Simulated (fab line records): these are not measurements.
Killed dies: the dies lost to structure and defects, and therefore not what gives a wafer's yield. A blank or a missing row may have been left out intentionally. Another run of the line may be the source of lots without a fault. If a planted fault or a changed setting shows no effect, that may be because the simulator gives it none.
fab line records | flow n5Finfet | part 1 of 2: steps 1 to 4 of 6
record: lots: 24 wafers: 72 lastDay: 17
route steps=1938 shown BEOL_M7@1265
lots with no fault: from the same line, run without faults
startH: the number of hours between the record's first day and the start of the first shown wafer of the lot | waitH: how many hours have passed since the lot's step before this one | " the same as in the row above | L1.1+2: one row covering several wafers at once | - no value, or no start given | * or withheld: withheld | < > ~ a bound
route shown NAME@n: NAME is a module with steps in the file, n the number in the route of the first one | usual: the fault-free wafers' mean and standard deviation | same: alike in all rows | chamber/n: place in a boat | sites: per-site readings | _std_site: the values' standard deviation | _edge_site: inner sites' mean taken away from outer sites' mean | radiusMm: how far each site lies from the wafer's centre | mask NAME#n: copy n | behind: tool/chamber where the wafer was last shaped | hold: reason for holding the lot/hours on hold/outcome of the hold | device: the transistor (n, p or np) that didn't switch | end of line: tests of these same wafers at the route's end | for a step that has no rows: nothing shown but its recipe | killed: count of dies lost to structure and defects at first sort (not the wafer's yield) | map: a wafer's dies, x killed, . not, _ none there
set.NAME: the setting as run; set.NAME@STEP: as run at that earlier step | model.NAME: the simulator's own value behind a step, which no gauge read
one table for each step of the route and one row for each wafer, over a sample of lots
services: from which hour (startH, from the record's first day; less than 0 if before it) a tool's chamber was out of use, for how many hours, and why
== steps ==
step: N5_BEOL_M7_THK_MEAS_01
recipe: reads: SiCOH_lowk_of_BEOL_M7_ILD_DEP_00
usual: M7_ILD_THK: 154.9/2.2
columns lot.wafer tool chamber startH waitH M7_ILD_THK[nm]
L075.2 filmMetro-02 - 198.57 0.4 153.0
L075.5 " - " " 155.2
L075.6 " - " " 158.7
L077.3 filmMetro-01 - 200.11 0.3 152.0
L077.5 " - " " 159.1
L077.6 " - " " 157.5
L074.1 filmMetro-01 - 200.59 0.4 152.1
L074.2 " - " " 152.5
L074.3 " - " " 155.1
L076.3 filmMetro-01 - 201.32 0.3 155.6
L076.4 " - " " 157.6
L076.5 " - " " 155.7
L080.2 filmMetro-02 - 224.67 0.4 151.3
L080.4 " - " " 151.5
L080.6 " - " " 154.5
L078.2 filmMetro-02 - 224.92 0.4 153.5
L078.3 " - " " 152.0
L078.4 " - " " 155.8
L079.1 filmMetro-02 - 225.09 0.4 157.5
L079.3 " - " " 155.4
L079.4 " - " " 155.6
L081.2 filmMetro-02 - 234.23 0.4 153.4
L081.5 " - " " 156.4
L081.6 " - " " 157.4
L082.1 filmMetro-01 - 244.36 0.4 156.1
L082.4 " - " " 156.6
L082.5 " - " " 158.0
L083.1 filmMetro-01 - 250.48 0.4 150.4
L083.4 " - " " 154.8
L083.6 " - " " 152.9
L084.1 filmMetro-01 - 258.05 0.4 152.3
L084.3 " - " " 153.5
L084.4 " - " " 155.3
L086.1 filmMetro-02 - 259.06 0.4 154.0
L086.2 " - " " 155.3
L086.4 " - " " 159.1
L085.3 filmMetro-02 - 266.17 0.3 153.9
L085.5 " - " " 156.1
L085.6 " - " " 156.6
L087.1 filmMetro-01 - 278.42 0.4 152.3
L087.3 " - " " 153.0
L087.6 " - " " 156.4
L088.1 filmMetro-01 - 284.40 0.4 153.4
L088.2 " - " " 153.6
L088.4 " - " " 155.5
L090.3 filmMetro-02 - 287.42 0.3 154.2
L090.4 " - " " 155.0
L090.6 " - " " 156.1
L092.2 filmMetro-01 - 293.95 0.4 156.0
L092.3 " - " " 154.1
L092.4 " - " " 158.1
L089.1 filmMetro-01 - 301.15 0.4 154.1
L089.2 " - " " 150.6
L089.4 " - " " 155.5
L091.2 filmMetro-02 - 302.77 0.4 150.9
L091.3 " - " " 152.5
L091.5 " - " " 155.6
L093.4 filmMetro-02 - 309.67 0.2 157.3
L093.5 " - " " 156.7
L093.6 " - " " 154.8
L095.3 filmMetro-01 - 319.36 0.3 153.7
L095.4 " - " " 154.3
L095.5 " - " " 154.1
L094.1 filmMetro-01 - 321.40 0.4 154.6
L094.3 " - " " 153.6
L094.5 " - " " 155.4
L096.3 filmMetro-01 - 327.79 0.3 156.5
L096.5 " - " " 156.0
L096.6 " - " " 158.2
L097.1 filmMetro-01 - 338.98 0.4 152.5
L097.3 " - " " 150.6
L097.5 " - " " 152.8
step: N5_BEOL_M7_OVL_MEAS_29
recipe: pointsPerWafer: 522
usual: V6_OVL: -0.2/0.77
columns lot.wafer tool chamber startH waitH V6_OVL[nm]
L075.2 overlay-02 0 201.41 0.0 -0.8
L075.5 " 0 " " -0.4
L075.6 " 0 " " 0.1
L077.3 overlay-01 0 201.58 0.0 0.5
L077.5 " 0 " " 0.8
L077.6 " 0 " " -0.2
L074.1 overlay-02 0 202.24 0.0 -0.8
L074.2 " 0 " " 0.2
L074.3 " 0 " " -0.4
L076.3 overlay-01 0 204.48 0.0 -0.8
L076.4 " 0 " " -0.3
L076.5 " 0 " " 0.0
L080.2 overlay-02 0 230.19 0.0 -0.5
L080.4 " 0 " " -0.2
L080.6 " 0 " " -0.9
L079.1 overlay-02 0 230.35 0.0 0.1
L079.3 " 0 " " 1.3
L079.4 " 0 " " 0.1
L078.2 overlay-02 0 230.40 0.0 1.0
L078.3 " 0 " " 0.6
L078.4 " 0 " " 0.7
L081.2 overlay-01 0 236.97 0.0 -0.6
L081.5 " 0 " " -0.6
L081.6 " 0 " " -0.8
L082.1 overlay-01 0 247.27 0.0 0.0
L082.4 " 0 " " -0.8
L082.5 " 0 " " 0.0
L083.1 overlay-02 0 254.13 0.0 -0.5
L083.4 " 0 " " -1.3
L083.6 " 0 " " -0.5
L084.1 overlay-02 0 260.61 0.0 -1.4
L084.3 " 0 " " -1.2
L084.4 " 0 " " -1.5
L086.1 overlay-01 0 262.32 0.0 -0.1
L086.2 " 0 " " -0.2
L086.4 " 0 " " 0.7
L085.3 overlay-02 0 268.96 0.0 0.8
L085.5 " 0 " " -0.1
L085.6 " 0 " " 0.2
L087.1 overlay-01 0 280.68 0.0 0.3
L087.3 " 0 " " 0.6
L087.6 " 0 " " 0.3
L088.1 overlay-02 0 290.44 0.0 0.3
L088.2 " 0 " " 0.2
L088.4 " 0 " " 0.4
L090.3 overlay-02 0 292.39 0.0 -0.6
L090.4 " 0 " " -0.7
L090.6 " 0 " " -1.2
L092.2 overlay-01 0 297.42 0.0 -1.3
L092.3 " 0 " " -0.6
L092.4 " 0 " " -1.1
L089.1 overlay-02 0 305.04 0.0 0.7
L089.2 " 0 " " 0.7
L089.4 " 0 " " 1.1
L091.2 overlay-02 0 307.92 0.0 -0.6
L091.3 " 0 " " 1.1
L091.5 " 0 " " -0.5
L093.4 overlay-02 0 314.26 0.0 -0.4
L093.5 " 0 " " -0.5
L093.6 " 0 " " 0.0
L095.3 overlay-01 0 323.92 0.0 0.2
L095.4 " 0 " " -0.5
L095.5 " 0 " " 0.2
L094.1 overlay-01 0 324.90 0.0 -0.2
L094.3 " 0 " " 0.1
L094.5 " 0 " " -1.4
L096.3 overlay-01 0 333.09 0.0 0.1
L096.5 " 0 " " -0.1
L096.6 " 0 " " -1.2
L097.1 overlay-01 0 343.36 0.0 1.6
L097.3 " 0 " " 1.6
L097.5 " 0 " " 0.1
step: N5_BEOL_M7_STRIP_36
recipe: chemistry: N2/H2 powerW: 450 tempC: 40 pressureMtorr: 20 rfFrequencyHz: 6e+07 overashFraction: 0.3 biasPowerW: 7 h2Frac: 0.5 n2FlowSccm: 200 h2FlowSccm: 200
usual: drypumpMotorCurrentA: 5.9/0.39 oesProductAu: 0.75/0.089 powerW: 450.3/1.4 rfVppV: 59.2/1.5 showerheadPlenumPTorr: 2.51/0.098 throttleValvePct: 23.8/0.41
columns lot.wafer tool chamber startH waitH drypumpMotorCurrentA oesProductAu powerW rfHoursCounterH rfVppV showerheadPlenumPTorr throttleValvePct
L075.2 rieDiel-05 2 201.89 0.0 6.2 0.69 451.1 235 61.0 2.39 22.9
L075.5 " 3 " " 6.1 0.68 448.9 - 58.9 2.63 23.8
L075.6 " 2 " " 6.2 0.69 450.6 - 57.1 2.39 22.9
L077.3 rieDiel-06 3 202.08 0.0 6.2 0.73 448.0 165 58.5 2.53 24.2
L077.5 " 3 " " 6.2 0.73 450.0 - 60.2 2.53 24.2
L077.6 " 0 " " 5.7 0.74 448.7 - 56.2 2.54 24.1
L074.1 rieDiel-06 3 203.08 0.0 6.2 0.76 450.8 166 59.9 2.53 24.3
L074.2 " 1 " " 5.2 0.71 449.7 233 56.5 2.50 23.3
L074.3 " 0 " " 5.7 0.73 448.4 164 58.7 2.55 24.1
L076.3 rieDiel-05 3 204.93 0.0 6.2 0.68 448.7 - 61.6 2.63 23.8
L076.4 " 2 " " 6.2 0.69 452.2 - 59.7 2.39 22.9
L076.5 " 3 " " 6.2 0.68 448.5 - 62.4 2.63 23.8
L080.2 rieDiel-06 3 230.51 0.0 6.2 0.74 449.9 175 59.8 2.53 24.3
L080.4 " 0 " " 5.7 0.74 452.0 173 56.7 2.54 24.1
L080.6 " 0 " " 5.7 0.73 450.9 - 57.2 2.54 24.1
L079.1 rieDiel-05 2 230.68 0.0 6.2 0.67 449.4 244 60.7 2.38 22.9
L079.3 " 0 " " 6.4 0.94 448.0 8 60.9 2.72 24.0
L079.4 " 1 " " 6.0 0.72 450.5 182 59.0 2.52 23.3
L078.2 rieDiel-01 3 230.72 0.0 5.6 0.70 450.1 206 57.2 2.61 23.8
L078.3 " 0 " " 6.2 0.70 446.8 225 57.8 2.40 24.1
L078.4 " 2 " " 5.2 0.87 452.8 28 60.5 2.47 23.7
L081.2 rieDiel-05 1 237.28 0.0 6.1 0.74 451.0 184 58.4 2.52 23.3
L081.5 " 1 " " 6.0 0.74 450.0 - 61.5 2.52 23.3
L081.6 " 2 " " 6.2 0.68 450.0 - 58.1 2.38 22.9
L082.1 rieDiel-05 2 248.24 0.0 6.2 0.68 449.7 250 59.6 2.38 22.9
L082.4 " 2 " " 6.2 0.67 450.8 - 55.6 2.38 22.9
L082.5 " 0 " " 6.5 0.93 449.3 - 59.5 2.72 24.0
L083.1 rieDiel-06 2 254.45 0.0 5.7 0.78 451.0 154 57.6 2.34 23.8
L083.4 " 3 " " 6.2 0.72 447.9 182 57.4 2.52 24.2
L083.6 " 2 " " 5.6 0.77 450.9 - 57.6 2.34 23.8
L084.1 rieDiel-01 1 261.11 0.0 6.1 0.69 451.6 236 61.1 2.49 23.8
L084.3 " 0 " " 6.2 0.70 449.6 232 61.1 2.39 24.1
L084.4 " 3 " " 5.6 0.71 451.6 215 58.5 2.61 23.8
L086.1 rieDiel-05 3 262.65 0.0 6.1 0.67 447.7 238 59.7 2.62 23.8
L086.2 " 1 " " 6.1 0.73 447.1 191 58.2 2.52 23.3
L086.4 " 0 " " 6.4 0.90 450.6 - 59.4 2.72 24.0
L085.3 rieDiel-01 3 269.35 0.0 5.6 0.69 451.3 217 59.8 2.61 23.8
L085.5 " 1 " " 6.1 0.70 450.0 - 58.3 2.49 23.9
L085.6 " 3 " " 5.6 0.69 450.7 - 60.5 2.61 23.8
L087.1 rieDiel-06 1 281.19 0.0 5.2 0.98 450.7 1 60.1 2.49 23.0
L087.3 " 3 " " 6.2 0.73 449.6 193 57.2 2.52 24.3
L087.6 " 0 " " 5.7 0.73 446.7 - 58.9 2.53 24.1
L088.1 rieDiel-06 2 290.76 0.0 5.7 0.76 451.5 168 57.4 2.33 23.8
L088.2 " 3 " " 6.2 0.73 449.5 196 61.4 2.52 24.3
L088.4 " 1 " " 5.2 0.95 449.9 4 60.7 2.49 23.0
L090.3 rieDiel-06 1 292.70 0.0 5.2 0.94 451.3 5 58.6 2.49 23.1
L090.4 " 2 " " 5.7 0.77 453.7 169 58.0 2.33 23.8
L090.6 " 1 " " 5.2 0.94 449.7 - 56.2 2.49 23.1
L092.2 rieDiel-05 2 297.77 0.0 6.2 0.95 450.7 8 57.9 2.70 22.8
L092.3 " 1 " " 6.0 0.70 447.9 203 58.7 2.51 23.3
L092.4 " 0 " " 6.4 0.87 448.7 30 59.9 2.71 24.0
L089.1 rieDiel-06 0 305.91 0.0 5.7 0.72 451.5 197 59.0 2.53 24.1
L089.2 " 1 " " 5.2 0.94 450.1 8 58.7 2.48 23.1
L089.4 " 3 " " 6.2 0.72 451.2 200 55.9 2.52 24.3
L091.2 rieDiel-06 3 308.23 0.0 6.2 0.72 451.0 200 59.0 2.51 24.3
L091.3 " 2 " " 5.7 0.75 451.9 172 59.2 2.33 23.8
L091.5 " 3 " " 6.1 0.72 450.7 - 61.8 2.52 24.3
L093.4 rieDiel-01 2 314.59 0.0 5.2 0.84 449.8 - 59.5 2.47 23.7
L093.5 " 0 " " 6.2 0.68 451.4 - 59.3 2.39 24.2
L093.6 " 3 " " 5.6 0.69 448.9 - 57.4 2.60 23.8
L095.3 rieDiel-01 2 324.59 0.0 5.3 0.84 452.8 53 62.7 2.46 23.7
L095.4 " 0 " " 6.2 0.68 451.1 - 60.0 2.39 24.1
L095.5 " 2 " " 5.2 0.85 451.0 - 60.1 2.46 23.7
L094.1 rieDiel-01 2 325.25 0.0 5.2 0.83 451.9 53 59.3 2.46 23.7
L094.3 " 3 " " 5.6 0.68 452.2 238 59.1 2.60 23.9
L094.5 " 3 " " 5.6 0.69 452.9 - 60.7 2.60 23.9
L096.3 rieDiel-01 3 333.41 0.0 5.6 0.68 450.5 241 59.8 2.60 23.9
L096.5 " 1 " " 6.1 0.97 450.2 - 59.1 2.48 23.5
L096.6 " 3 " " 5.6 0.68 451.6 - 59.0 2.60 23.8
L097.1 rieDiel-01 2 343.69 0.0 5.3 0.82 450.2 61 58.6 2.46 23.7
L097.3 " 3 " " 5.6 0.69 450.5 246 56.7 2.60 23.9
L097.5 " 1 " " 6.1 0.96 449.0 - 58.4 2.48 23.5
step: N5_BEOL_M7_TRENCH_ETCH_37
recipe: chemistry: C4F6/O2 targetDepthA: 934.78 target: SiCOH_lowk timeS: 31.2 ionEnergyEv: 250 pressureMtorr: 30 sourceW: 345 biasW: 185 Ar_flow_sccm: 300 C4F6_flow_sccm: 10 O2_flow_sccm: 10
usual: drypumpMotorCurrentA: 5.9/0.39 oes_o_777_au: 0.76/0.094 oesProductAu: 0.75/0.09 rfVppV: 666/9.7 showerheadPlenumPTorr: 2.82/0.1 throttleValvePct: 21.03/0.28
columns lot.wafer tool chamber startH waitH drypumpMotorCurrentA oes_o_777_au oesProductAu rfHoursCounterH rfVppV showerheadPlenumPTorr throttleValvePct
L075.2 rieDiel-05 2 - - 6.2 0.70 0.68 235 676 2.70 20.66
L075.5 " 3 " " 6.1 0.71 0.68 - 685 2.94 21.15
L075.6 " 2 " " 6.2 0.70 0.69 - 677 2.70 20.64
L077.3 rieDiel-06 3 - - 6.2 0.72 0.74 165 665 2.83 21.35
L077.5 " 3 " " 6.2 0.72 0.74 - 666 2.83 21.37
L077.6 " 0 " " 5.7 0.73 0.73 - 654 2.85 21.11
L074.1 rieDiel-06 3 - - 6.2 0.72 0.73 166 665 2.83 21.36
L074.2 " 1 " " 5.2 0.74 0.69 233 657 2.79 20.63
L074.3 " 0 " " 5.7 0.74 0.74 164 654 2.85 21.13
L076.3 rieDiel-05 3 - - 6.2 0.71 0.70 - 684 2.94 21.14
L076.4 " 2 " " 6.2 0.70 0.69 - 678 2.70 20.65
L076.5 " 3 " " 6.1 0.71 0.69 - 684 2.94 21.14
L080.2 rieDiel-06 3 - - 6.2 0.71 0.72 175 666 2.83 21.36
L080.4 " 0 " " 5.6 0.73 0.73 173 655 2.85 21.15
L080.6 " 0 " " 5.7 0.73 0.73 - 656 2.85 21.17
L079.1 rieDiel-05 2 - - 6.2 0.69 0.68 244 677 2.70 20.67
L079.3 " 0 " " 6.4 0.95 0.94 8 663 3.01 21.03
L079.4 " 1 " " 6.0 0.75 0.73 182 659 2.84 20.79
L078.2 rieDiel-01 3 - - 5.6 0.73 0.70 206 661 2.96 21.27
L078.3 " 0 " " 6.2 0.69 0.70 225 664 2.71 21.10
L078.4 " 2 " " 5.2 0.92 0.90 28 672 2.78 20.80
L081.2 rieDiel-05 1 - - 6.0 0.75 0.73 184 660 2.84 20.81
L081.5 " 1 " " 6.1 0.75 0.74 - 658 2.84 20.77
L081.6 " 2 " " 6.2 0.69 0.68 - 678 2.70 20.67
L082.1 rieDiel-05 2 - - 6.2 0.69 0.68 250 676 2.69 20.67
L082.4 " 2 " " 6.2 0.68 0.68 - 678 2.69 20.69
L082.5 " 0 " " 6.4 0.94 0.92 - 664 3.01 21.05
L083.1 rieDiel-06 2 - - 5.6 0.79 0.78 154 654 2.62 21.07
L083.4 " 3 " " 6.2 0.71 0.72 182 666 2.83 21.38
L083.6 " 2 " " 5.6 0.79 0.78 - 655 2.62 21.06
L084.1 rieDiel-01 1 - - 6.1 0.69 0.68 236 665 2.80 21.17
L084.3 " 0 " " 6.2 0.69 0.70 232 662 2.71 21.12
L084.4 " 3 " " 5.6 0.72 0.70 215 662 2.95 21.27
L086.1 rieDiel-05 3 - - 6.2 0.69 0.68 238 685 2.93 21.17
L086.2 " 1 " " 6.0 0.74 0.73 191 659 2.83 20.77
L086.4 " 0 " " 6.4 0.92 0.91 - 663 3.01 21.06
L085.3 rieDiel-01 3 - - 5.6 0.72 0.69 217 662 2.95 21.27
L085.5 " 1 " " 6.1 0.69 0.68 - 667 2.80 21.18
L085.6 " 3 " " 5.6 0.72 0.69 - 661 2.95 21.29
L087.1 rieDiel-06 1 - - 5.2 0.99 0.97 1 657 2.78 20.32
L087.3 " 3 " " 6.2 0.70 0.70 193 663 2.82 21.40
L087.6 " 0 " " 5.7 0.71 0.72 - 653 2.84 21.17
L088.1 rieDiel-06 2 - - 5.7 0.78 0.76 168 654 2.62 21.10
L088.2 " 3 " " 6.2 0.70 0.71 196 665 2.82 21.39
L088.4 " 1 " " 5.2 0.97 0.93 4 657 2.78 20.31
L090.3 rieDiel-06 1 - - 5.2 0.96 0.94 5 656 2.78 20.31
L090.4 " 2 " " 5.6 0.78 0.76 169 655 2.62 21.10
L090.6 " 1 " " 5.2 0.97 0.94 - 657 2.78 20.31
L092.2 rieDiel-05 2 - - 6.2 0.95 0.95 8 690 3.03 20.42
L092.3 " 1 " " 6.0 0.74 0.72 203 658 2.83 20.81
L092.4 " 0 " " 6.4 0.90 0.89 30 664 3.00 21.08
L089.1 rieDiel-06 0 - - 5.7 0.70 0.72 197 654 2.84 21.18
L089.2 " 1 " " 5.2 0.95 0.94 8 657 2.78 20.33
L089.4 " 3 " " 6.2 0.70 0.71 200 664 2.82 21.39
L091.2 rieDiel-06 3 - - 6.2 0.70 0.71 200 663 2.82 21.39
L091.3 " 2 " " 5.6 0.78 0.77 172 654 2.62 21.10
L091.5 " 3 " " 6.2 0.70 0.71 - 663 2.82 21.39
L093.4 rieDiel-01 2 - - 5.2 0.90 0.85 - 671 2.77 20.82
L093.5 " 0 " " 6.2 0.67 0.68 - 664 2.70 21.14
L093.6 " 3 " " 5.6 0.71 0.68 - 662 2.94 21.30
L095.3 rieDiel-01 2 - - 5.2 0.90 0.84 53 670 2.77 20.82
L095.4 " 0 " " 6.2 0.67 0.68 - 665 2.70 21.16
L095.5 " 2 " " 5.2 0.89 0.85 - 672 2.77 20.80
L094.1 rieDiel-01 2 - - 5.2 0.89 0.86 53 671 2.77 20.83
L094.3 " 3 " " 5.6 0.71 0.69 238 662 2.94 21.31
L094.5 " 3 " " 5.6 0.71 0.69 - 659 2.94 21.33
L096.3 rieDiel-01 3 - - 5.6 0.70 0.69 241 660 2.94 21.33
L096.5 " 1 " " 6.1 0.93 0.96 - 664 2.80 20.85
L096.6 " 3 " " 5.6 0.70 0.69 - 660 2.94 21.31
L097.1 rieDiel-01 2 - - 5.2 0.88 0.84 61 672 2.77 20.85
L097.3 " 3 " " 5.6 0.71 0.68 246 662 2.94 21.35
L097.5 " 1 " " 6.1 0.91 0.93 - 665 2.79 20.84
